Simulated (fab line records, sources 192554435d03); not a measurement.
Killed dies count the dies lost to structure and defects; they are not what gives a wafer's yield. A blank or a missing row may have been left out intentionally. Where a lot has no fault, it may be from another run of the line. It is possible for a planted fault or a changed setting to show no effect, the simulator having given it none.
Split-lot study || flow n5_finfet || 21 wafers read across 7 lots, on a route 1938 steps long

== ON THE SPLIT ==
At N5_ZERO_LAYER_PECVD_02 (deposits SiO2 from SiH4/N2O, target thk 10 nm, time 6 s), the setting time_s was moved away from the recipe's 6 s on 8 of the 21 wafers read, by -11.7% to +13.1%. All remaining wafers had this setting at the recipe value.

The reading comes from the split's own step.

== THE READING ==
SiO2_of_ZERO_LAYER_PECVD_02.thk_nm (the simulator's own value, which no gauge read), in nm, at N5_ZERO_LAYER_PECVD_02 (deposits SiO2 from SiH4/N2O, target thk 10 nm, time 6 s). The file gives no usual value for it. Across the 13 wafers here that went through the recipe, the average is 9.897 nm and the standard deviation 0.076 nm.

{"wafer": "L074.3", "tool, chamber at the split": "pecvd-03, 0", "time_s as run, s": 6, "against the recipe": "recipe", "SiO2_of_ZERO_LAYER_PECVD_02.thk_nm, nm": 9.941, "against lot-mates on the recipe": "-"}
{"wafer": "L074.5", "tool, chamber at the split": "pecvd-03, 2", "time_s as run, s": 6, "against the recipe": "recipe", "SiO2_of_ZERO_LAYER_PECVD_02.thk_nm, nm": 9.99, "against lot-mates on the recipe": "-"}
{"wafer": "L074.6", "tool, chamber at the split": "pecvd-03, 1", "time_s as run, s": 6, "against the recipe": "recipe", "SiO2_of_ZERO_LAYER_PECVD_02.thk_nm, nm": 9.967, "against lot-mates on the recipe": "-"}
{"wafer": "L076.2", "tool, chamber at the split": "pecvd-03, 2", "time_s as run, s": 6, "against the recipe": "recipe", "SiO2_of_ZERO_LAYER_PECVD_02.thk_nm, nm": 9.88, "against lot-mates on the recipe": "-"}
{"wafer": "L076.3", "tool, chamber at the split": "pecvd-03, 1", "time_s as run, s": 6, "against the recipe": "recipe", "SiO2_of_ZERO_LAYER_PECVD_02.thk_nm, nm": 9.824, "against lot-mates on the recipe": "-"}
{"wafer": "L076.4", "tool, chamber at the split": "pecvd-03, 2", "time_s as run, s": 6, "against the recipe": "recipe", "SiO2_of_ZERO_LAYER_PECVD_02.thk_nm, nm": 9.828, "against lot-mates on the recipe": "-"}
{"wafer": "L079.1", "tool, chamber at the split": "pecvd-03, 1", "time_s as run, s": 6, "against the recipe": "recipe", "SiO2_of_ZERO_LAYER_PECVD_02.thk_nm, nm": 9.855, "against lot-mates on the recipe": "-"}
{"wafer": "L079.4", "tool, chamber at the split": "pecvd-03, 0", "time_s as run, s": 5.528, "against the recipe": "-7.9%", "SiO2_of_ZERO_LAYER_PECVD_02.thk_nm, nm": 9.211, "against lot-mates on the recipe": -0.644}
{"wafer": "L079.6", "tool, chamber at the split": "pecvd-03, 1", "time_s as run, s": 5.528, "against the recipe": "-7.9%", "SiO2_of_ZERO_LAYER_PECVD_02.thk_nm, nm": 9.002, "against lot-mates on the recipe": -0.853}
{"wafer": "L083.1", "tool, chamber at the split": "pecvd-01, 1", "time_s as run, s": 6, "against the recipe": "recipe", "SiO2_of_ZERO_LAYER_PECVD_02.thk_nm, nm": 9.926, "against lot-mates on the recipe": "-"}
{"wafer": "L083.5", "tool, chamber at the split": "pecvd-01, 1", "time_s as run, s": 5.297, "against the recipe": "-11.7%", "SiO2_of_ZERO_LAYER_PECVD_02.thk_nm, nm": 8.853, "against lot-mates on the recipe": -1.073}
{"wafer": "L083.6", "tool, chamber at the split": "pecvd-01, 0", "time_s as run, s": 5.297, "against the recipe": "-11.7%", "SiO2_of_ZERO_LAYER_PECVD_02.thk_nm, nm": 8.907, "against lot-mates on the recipe": -1.019}
{"wafer": "L088.1", "tool, chamber at the split": "pecvd-01, 0", "time_s as run, s": 6, "against the recipe": "recipe", "SiO2_of_ZERO_LAYER_PECVD_02.thk_nm, nm": 9.77, "against lot-mates on the recipe": "-"}
{"wafer": "L088.3", "tool, chamber at the split": "pecvd-01, 1", "time_s as run, s": 6.267, "against the recipe": "+4.4%", "SiO2_of_ZERO_LAYER_PECVD_02.thk_nm, nm": 10.41, "against lot-mates on the recipe": "+0.620"}
{"wafer": "L088.5", "tool, chamber at the split": "pecvd-01, 2", "time_s as run, s": 6, "against the recipe": "recipe", "SiO2_of_ZERO_LAYER_PECVD_02.thk_nm, nm": 9.81, "against lot-mates on the recipe": "-"}
{"wafer": "L092.2", "tool, chamber at the split": "pecvd-04, 0", "time_s as run, s": 6, "against the recipe": "recipe", "SiO2_of_ZERO_LAYER_PECVD_02.thk_nm, nm": 9.991, "against lot-mates on the recipe": "-"}
{"wafer": "L092.5", "tool, chamber at the split": "pecvd-04, 0", "time_s as run, s": 5.334, "against the recipe": "-11.1%", "SiO2_of_ZERO_LAYER_PECVD_02.thk_nm, nm": 8.853, "against lot-mates on the recipe": -1.147}
{"wafer": "L092.6", "tool, chamber at the split": "pecvd-04, 2", "time_s as run, s": 6, "against the recipe": "recipe", "SiO2_of_ZERO_LAYER_PECVD_02.thk_nm, nm": 10.01, "against lot-mates on the recipe": "-"}
{"wafer": "L095.1", "tool, chamber at the split": "pecvd-04, 1", "time_s as run, s": 6, "against the recipe": "recipe", "SiO2_of_ZERO_LAYER_PECVD_02.thk_nm, nm": 9.871, "against lot-mates on the recipe": "-"}
{"wafer": "L095.4", "tool, chamber at the split": "pecvd-04, 0", "time_s as run, s": 6.786, "against the recipe": "+13.1%", "SiO2_of_ZERO_LAYER_PECVD_02.thk_nm, nm": 11.61, "against lot-mates on the recipe": "+1.739"}
{"wafer": "L095.5", "tool, chamber at the split": "pecvd-04, 1", "time_s as run, s": 6.786, "against the recipe": "+13.1%", "SiO2_of_ZERO_LAYER_PECVD_02.thk_nm, nm": 11.32, "against lot-mates on the recipe": "+1.449"}

FIT RESULTS
A straight line over all 21 wafers: SiO2_of_ZERO_LAYER_PECVD_02.thk_nm changes by +0.104 nm for each +1% of time_s; r = +0.99; the points scatter about the line by 0.12 nm.
The same after taking each lot's own level away (the mean of its wafers on the recipe; 21 wafers): +0.107 nm for each +1%; r = +0.99; scatter 0.1 nm.
Per that fit: largest time_s move, reading shift of 1.4 nm.
Across the lots, their own levels run from 9.7900 to 10.0005 nm, a range of 2.8 times the standard deviation given above.
Hence the lot-to-lot level has little effect on the slope; both slopes agree.
Check: with one of the wafers moved furthest among these (+13.1%) left out of the fit, the line predicts +1.35 nm for it against its lot-mates. It came out at +1.74 nm against them.

== THE FILE'S OWN FIT ==
SiO2_of_ZERO_LAYER_PECVD_02.thk_nm changes by +0.106 nm for each +1% of time_s, r = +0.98.
